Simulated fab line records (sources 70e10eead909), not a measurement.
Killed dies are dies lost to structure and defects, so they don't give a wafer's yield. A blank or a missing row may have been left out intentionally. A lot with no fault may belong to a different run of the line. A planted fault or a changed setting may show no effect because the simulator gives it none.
fab line records -- flow nand_harc
[record] lots = 6, wafers = 17, last_day = 24
route steps=1159 shown A_ZERO_WELL@412 A_SOURCE_PLATE@413 A_ONON_D1@424 END@1159
lots untouched by any fault: they come from a run of this same line in which no faults occurred
start_h: start of the lot's first displayed wafer, in hours after the record's first day -- wait_h: hours elapsed since this lot's preceding step -- " repeats the value in the row above -- L1.1+2: several wafers, shown together as one row -- - value missing, or start not given -- * or withheld: withheld -- < > ~ a bound
route shown NAME@n: NAME is a module with steps in the file, n the number in the route of the first one -- usual: mean and standard deviation over wafers with no fault -- same: alike in all rows -- chamber/n: place in a boat -- sites: per-site readings -- _std_site: the values' standard deviation -- _edge_site: mean of outer sites minus mean of inner sites -- radius_mm: for every site, how far away it sits from the centre of the wafer -- mask NAME#n: copy n -- behind: the tool/chamber that last shaped the wafer -- hold: the reason the lot was held/the length of the hold in hours/how it ended -- device: which transistor (n, p or np) failed to switch -- end of line: tests of these same wafers at the route's end -- a step given without rows: its recipe and nothing more -- killed: dies that structure and defects cost at the first sort, which is not the same as the wafer's yield -- map: a wafer's dies, x killed, . not, _ none there
set.NAME: the setting that was run; set.NAME@STEP: the one run at that earlier step -- model.NAME: the simulator's own value behind a step, which no gauge read
lots at selected steps of the route; one table per step, one row per wafer
services: when a tool's chamber went out of use (start_h, in hours from the record's first day, below 0 if earlier), for how many hours, and the reason
[[steps]]
[step NHARC_A_ZERO_WELL_INSPECT_17]
[usual] raw_defect_count = 11/5.8
lot.wafer,tool,chamber,start_h,wait_h,raw_defect_count
L701.1,defect_inspect-02,-,146.24,0.2,27
L701.4,defect_inspect-02,-,146.24,0.2,24
L701.6,defect_inspect-02,-,146.24,0.2,14
L707.3,defect_inspect-02,-,173.19,0.1,21
L707.4,defect_inspect-02,-,173.19,0.1,18
L707.5,defect_inspect-02,-,173.19,0.1,5
L708.1,defect_inspect-02,-,176.21,0.2,6
L708.4,defect_inspect-02,-,176.21,0.2,11
L708.6,defect_inspect-02,-,176.21,0.2,19
L711.3,defect_inspect-02,-,194.92,0.1,6
L711.6,defect_inspect-02,-,194.92,0.1,7
L716.4,defect_inspect-01,-,232.63,0.1,11
L716.5,defect_inspect-01,-,232.63,0.1,16
L716.6,defect_inspect-01,-,232.63,0.1,11
L721.1,defect_inspect-01,-,246.91,0.2,7
L721.4,defect_inspect-01,-,246.91,0.2,14
L721.5,defect_inspect-01,-,246.91,0.2,13
[step NHARC_A_SOURCE_PLATE_PRECLEAN_00]
[recipe] time_s = 60, chemistry = HF-LAST
[step NHARC_A_SOURCE_PLATE_SRD_01]
[step NHARC_A_SOURCE_PLATE_OXIDE_02]
[recipe] target_thk_a = 100, temp_c = 900, ox_time_s = 1362, material = SiO2
[step NHARC_A_SOURCE_PLATE_THK_MEAS_09]
[recipe] thk_meas_gauge = ellipsometry
[usual] thk_nm = 9.6/0.99
lot.wafer,tool,chamber,start_h,wait_h,thk_nm
L701.1,film_metro-01,-,154.77,0.4,8.3
L701.4,film_metro-01,-,154.77,0.4,11.0
L701.6,film_metro-01,-,154.77,0.4,10.1
L707.3,film_metro-02,-,178.01,0.4,10.4
L707.4,film_metro-02,-,178.01,0.4,10.6
L707.5,film_metro-02,-,178.01,0.4,8.5
L708.1,film_metro-01,-,183.62,0.4,10.3
L708.4,film_metro-01,-,183.62,0.4,9.6
L708.6,film_metro-01,-,183.62,0.4,9.7
L711.3,film_metro-01,-,202.10,0.4,8.4
L711.6,film_metro-01,-,202.10,0.4,10.6
L716.4,film_metro-01,-,237.80,0.4,9.7
L716.5,film_metro-01,-,237.80,0.4,9.6
L716.6,film_metro-01,-,237.80,0.4,9.9
L721.1,film_metro-01,-,254.28,0.4,8.7
L721.4,film_metro-01,-,254.28,0.4,9.8
L721.5,film_metro-01,-,254.28,0.4,11.2
[step NHARC_A_SOURCE_PLATE_PVD_04]
[recipe] target_thk_a = 500, material = WSi2
[step NHARC_A_SOURCE_PLATE_CVD_03]
[recipe] target_thk_a = 2000, temp_c = 620, pressure_mtorr = 200, time_s = 4000, material = poly-Si
[step NHARC_A_SOURCE_PLATE_ANNEAL_05]
[recipe] temp_c = 850, time_s = 1800
[step NHARC_A_SOURCE_PLATE_THK_MEAS_06]
[recipe] thk_meas_gauge = ellipsometry
[usual] thk_nm = 199.8/2.1
lot.wafer,tool,chamber,start_h,wait_h,thk_nm
L701.1,film_metro-01,-,171.93,0.4,200.0
L701.4,film_metro-01,-,171.93,0.4,205.7
L701.6,film_metro-01,-,171.93,0.4,201.9
L707.3,film_metro-01,-,193.46,0.4,198.8
L707.4,film_metro-01,-,193.46,0.4,196.5
L707.5,film_metro-01,-,193.46,0.4,203.1
L708.1,film_metro-01,-,196.83,0.4,197.9
L708.4,film_metro-01,-,196.83,0.4,198.9
L708.6,film_metro-01,-,196.83,0.4,199.3
L711.3,film_metro-01,-,215.20,0.4,197.8
L711.6,film_metro-01,-,215.20,0.4,198.6
L716.4,film_metro-01,-,250.66,0.4,199.8
L716.5,film_metro-01,-,250.66,0.4,199.2
L716.6,film_metro-01,-,250.66,0.4,195.3
L721.1,film_metro-02,-,267.38,0.4,200.8
L721.4,film_metro-02,-,267.38,0.4,201.5
L721.5,film_metro-02,-,267.38,0.4,200.8
[step NHARC_A_SOURCE_PLATE_INSPECT_08]
[usual] raw_defect_count = 66/25
lot.wafer,tool,chamber,start_h,wait_h,raw_defect_count
L701.1,defect_inspect-01,-,172.00,0.0,112
L701.4,defect_inspect-01,-,172.00,0.0,67
L701.6,defect_inspect-01,-,172.00,0.0,97
L707.3,defect_inspect-02,-,193.55,0.0,49
L707.4,defect_inspect-02,-,193.55,0.0,95
L707.5,defect_inspect-02,-,193.55,0.0,60
L708.1,defect_inspect-02,-,196.94,0.0,32
L708.4,defect_inspect-02,-,196.94,0.0,59
L708.6,defect_inspect-02,-,196.94,0.0,76
L711.3,defect_inspect-02,-,215.27,0.0,54
L711.6,defect_inspect-02,-,215.27,0.0,83
L716.4,defect_inspect-01,-,250.72,0.0,83
L716.5,defect_inspect-01,-,250.72,0.0,103
L716.6,defect_inspect-01,-,250.72,0.0,35
L721.1,defect_inspect-02,-,267.46,0.0,88
L721.4,defect_inspect-02,-,267.46,0.0,39
L721.5,defect_inspect-02,-,267.46,0.0,56
[step NHARC_A_ONON_D1_DEP_00]
[recipe] target_thk_a = 10000, n2_flow_sccm = 2750, n2o_flow_sccm = 2000, nh3_flow_sccm = 500, sih4_flow_sccm = 210, temp_c = 400
[usual] nh3_flow_sccm = 499.7/1.7
lot.wafer,tool,chamber,start_h,wait_h,nh3_flow_sccm
L701.1,pecvd_onon-01,0,172.06,0.1,502.2
L701.4,pecvd_onon-01,0,172.06,0.1,501.4
L701.6,pecvd_onon-01,0,172.06,0.1,501.2
L707.3,pecvd_onon-01,0,193.73,0.2,498.0
L707.4,pecvd_onon-01,0,193.73,0.2,498.1
L707.5,pecvd_onon-01,0,193.73,0.2,499.5
L708.1,pecvd_onon-03,0,197.00,0.1,499.7
L708.4,pecvd_onon-03,0,197.00,0.1,499.6
L708.6,pecvd_onon-03,0,197.00,0.1,498.3
L711.3,pecvd_onon-01,0,215.45,0.2,499.0
L711.6,pecvd_onon-01,0,215.45,0.2,501.0
L716.4,pecvd_onon-02,0,250.96,0.2,500.7
L716.5,pecvd_onon-02,0,250.96,0.2,499.1
L716.6,pecvd_onon-02,0,250.96,0.2,500.1
L721.1,pecvd_onon-02,0,267.53,0.1,496.6
L721.4,pecvd_onon-02,0,267.53,0.1,497.2
L721.5,pecvd_onon-02,0,267.53,0.1,498.8
[step NHARC_A_ONON_D1_THK_MEAS_02]
[recipe] thk_meas_gauge = ellipsometry
[usual] thk_nm = 1000/11
lot.wafer,tool,chamber,start_h,wait_h,thk_nm
L701.1,film_metro-01,-,172.57,-,999
L701.4,film_metro-01,-,172.57,-,997
L701.6,film_metro-01,-,172.57,-,999
L707.3,film_metro-01,-,194.13,-,1477
L707.4,film_metro-01,-,194.13,-,1006
L707.5,film_metro-01,-,194.13,-,1007
L708.1,film_metro-01,-,197.52,-,1017
L708.4,film_metro-01,-,197.52,-,1017
L708.6,film_metro-01,-,197.52,-,1019
L711.3,film_metro-01,-,215.85,-,1469
L711.6,film_metro-01,-,215.85,-,1000
L716.4,film_metro-01,-,251.30,-,1003
L716.5,film_metro-01,-,251.30,-,1002
L716.6,film_metro-01,-,251.30,-,1003
L721.1,film_metro-02,-,268.04,-,985
L721.4,film_metro-02,-,268.04,-,984
L721.5,film_metro-02,-,268.04,-,984
[step NHARC_A_ONON_D1_DEP_03]
[recipe] target_thk_a = 10000, n2_flow_sccm = 2750, n2o_flow_sccm = 2000, nh3_flow_sccm = 500, sih4_flow_sccm = 210, temp_c = 400
[step NHARC_END_SORT_01]
[recipe] temp_c = 25
[usual] killed_at_array = 29/12, killed_at_other = 0.7/1, killed_at_periphery = 4/3.2, killed_dies = 34/12, killed_open = 3.4/2, killed_short = 1.8/1.3
[same] gross_dies = 677
lot.wafer,tool,chamber,start_h,wait_h,killed_at_array,killed_at_other,killed_at_periphery,killed_dies,killed_open,killed_short
L707.3,prober-02,0,481.91,3.0,677,0,0,677,1,1
L711.3,prober-01,0,498.87,3.1,671,0,6,677,1,1
L716.4,prober-02,0,546.94,3.4,29,6,3,38,5,4
L716.5,prober-02,0,547.75,3.7,43,0,1,44,2,3
L716.6,prober-02,0,548.55,4.0,34,1,3,38,5,3
// killed by level:class
L707.3 A_ONON_D1:area_dep=647 A_SLIT:chamber_film_flake=18 A_CHANNEL_HOLE_D1:chamber_film_flake=3 A_STAIRCASE:chamber_film_flake=2 A_BONDPAD:chamber_film_flake=2 A_CONTACT:chamber_film_flake=2 A_ONON_D1:geometric_particle:short=1 A_CONTACT:geometric_particle:open=1
L711.3 A_ONON_D1:area_dep=641 A_CHANNEL_HOLE_D1:chamber_film_flake=13 A_SLIT:chamber_film_flake=12 P_GATE:chamber_film_flake=5 A_STAIRCASE:chamber_film_flake=2 A_CONTACT:chamber_film_flake=2 P_M2:geometric_particle:open=1 A_SOURCE_PLATE:geometric_particle:short=1
L716.4 A_CHANNEL_HOLE_D1:chamber_film_flake=8 A_STAIRCASE:chamber_film_flake=6 A_CONTACT:chamber_film_flake=6 THIN_TSV:chamber_film_flake=4 A_CONTACT:geometric_particle:open=3 P_STI:chamber_film_flake=3 A_CHANNEL_HOLE_D1:geometric_particle:open=1 A_CHANNEL_FILL_D1:geometric_particle:short=1
L716.5 A_CHANNEL_HOLE_D1:chamber_film_flake=23 A_STAIRCASE:chamber_film_flake=8 A_CONTACT:chamber_film_flake=5 A_SLIT:chamber_film_flake=2 P_M2:geometric_particle:short=1 A_SOURCE_PLATE:geometric_particle:open=1 A_CHANNEL_HOLE_D1:geometric_particle:short=1 A_WL_FILL:geometric_particle:short=1
L716.6 A_CONTACT:chamber_film_flake=14 A_CHANNEL_HOLE_D1:chamber_film_flake=10 A_STAIRCASE:chamber_film_flake=6 P_GATE:geometric_particle:short=2 P_M0:geometric_particle:open=1 A_SOURCE_PLATE:geometric_particle:open=1 A_ONON_D1:geometric_particle:open=1 A_BLC:geometric_particle:short=1
// map L707.3 (x killed, . not)
____________x____________
_________xxxxxxx_________
_______xxxxxxxxxxx_______
______xxxxxxxxxxxxx______
_____xxxxxxxxxxxxxxx_____
____xxxxxxxxxxxxxxxxx____
____xxxxxxxxxxxxxxxxx____
___xxxxxxxxxxxxxxxxxxx___
___xxxxxxxxxxxxxxxxxxx___
__xxxxxxxxxxxxxxxxxxxxx__
__xxxxxxxxxxxxxxxxxxxxx__
_xxxxxxxxxxxxxxxxxxxxxxx_
_xxxxxxxxxxxxxxxxxxxxxxx_
_xxxxxxxxxxxxxxxxxxxxxxx_
_xxxxxxxxxxxxxxxxxxxxxxx_
_xxxxxxxxxxxxxxxxxxxxxxx_
xxxxxxxxxxxxxxxxxxxxxxxxx
xxxxxxxxxxxxxxxxxxxxxxxxx
xxxxxxxxxxxxxxxxxxxxxxxxx
xxxxxxxxxxxxxxxxxxxxxxxxx
xxxxxxxxxxxxxxxxxxxxxxxxx
_xxxxxxxxxxxxxxxxxxxxxxx_
_xxxxxxxxxxxxxxxxxxxxxxx_
_xxxxxxxxxxxxxxxxxxxxxxx_
_xxxxxxxxxxxxxxxxxxxxxxx_
_xxxxxxxxxxxxxxxxxxxxxxx_
__xxxxxxxxxxxxxxxxxxxxx__
__xxxxxxxxxxxxxxxxxxxxx__
___xxxxxxxxxxxxxxxxxxx___
___xxxxxxxxxxxxxxxxxxx___
____xxxxxxxxxxxxxxxxx____
____xxxxxxxxxxxxxxxxx____
_____xxxxxxxxxxxxxxx_____
______xxxxxxxxxxxxx______
_______xxxxxxxxxxx_______
_________xxxxxxx_________
____________x____________
// map L711.3 (x killed, . not)
____________x____________
_________xxxxxxx_________
_______xxxxxxxxxxx_______
______xxxxxxxxxxxxx______
_____xxxxxxxxxxxxxxx_____
____xxxxxxxxxxxxxxxxx____
____xxxxxxxxxxxxxxxxx____
___xxxxxxxxxxxxxxxxxxx___
___xxxxxxxxxxxxxxxxxxx___
__xxxxxxxxxxxxxxxxxxxxx__
__xxxxxxxxxxxxxxxxxxxxx__
_xxxxxxxxxxxxxxxxxxxxxxx_
_xxxxxxxxxxxxxxxxxxxxxxx_
_xxxxxxxxxxxxxxxxxxxxxxx_
_xxxxxxxxxxxxxxxxxxxxxxx_
_xxxxxxxxxxxxxxxxxxxxxxx_
xxxxxxxxxxxxxxxxxxxxxxxxx
xxxxxxxxxxxxxxxxxxxxxxxxx
xxxxxxxxxxxxxxxxxxxxxxxxx
xxxxxxxxxxxxxxxxxxxxxxxxx
xxxxxxxxxxxxxxxxxxxxxxxxx
_xxxxxxxxxxxxxxxxxxxxxxx_
_xxxxxxxxxxxxxxxxxxxxxxx_
_xxxxxxxxxxxxxxxxxxxxxxx_
_xxxxxxxxxxxxxxxxxxxxxxx_
_xxxxxxxxxxxxxxxxxxxxxxx_
__xxxxxxxxxxxxxxxxxxxxx__
__xxxxxxxxxxxxxxxxxxxxx__
___xxxxxxxxxxxxxxxxxxx___
___xxxxxxxxxxxxxxxxxxx___
____xxxxxxxxxxxxxxxxx____
____xxxxxxxxxxxxxxxxx____
_____xxxxxxxxxxxxxxx_____
______xxxxxxxxxxxxx______
_______xxxxxxxxxxx_______
_________xxxxxxx_________
____________x____________
[[services]]
tool,chamber,start_h,hours,kind
pecvd_onon-03,-,153.17,13.0,pm
pecvd_onon-01,-,195.10,13.0,pm
[[key]]
[first_sign] step = NHARC_A_ONON_D1_THK_MEAS_02, reading = thk_nm, direction = up, sigmas = 43, usual = 1000, struck = 1473
[effect] step = NHARC_END_SORT_01, reading = killed_dies, direction = up, sigmas = 55, usual = 34, struck = 677
[more_kills_born_at] NHARC_A_ONON_D1_DEP_00@pecvd_onon-01 = 1288
met_at NHARC_A_ONON_D1_DEP_00
struck_wafers L707.3,L711.3
later_rows_left_out L707.3,L711.3
tester_left_out L707,L711
onset_between 172.06 193.73
[fault] kind = process_parameter_drift, tool = pecvd_onon-01, chamber = -, onset_h = 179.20, steps = NHARC_A_ONON_D1_DEP_00, channel = target_thk_a, offset = *, shape = step, end_h = 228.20, scope = struck_wafers_only, acts_in = *, stated = *
// tester_left_out: of these lots the tester's yield and bins aren't shown, on N5 and GAA mostly nor the transistor test; their killed dies are dies lost to structure and defects alone, not to doping, threshold or leakage, so they don't give the yield
// later_rows_left_out: the simulator's readings of these wafers behind a module that went badly wrong aren't trusted and aren't shown, but for the sort
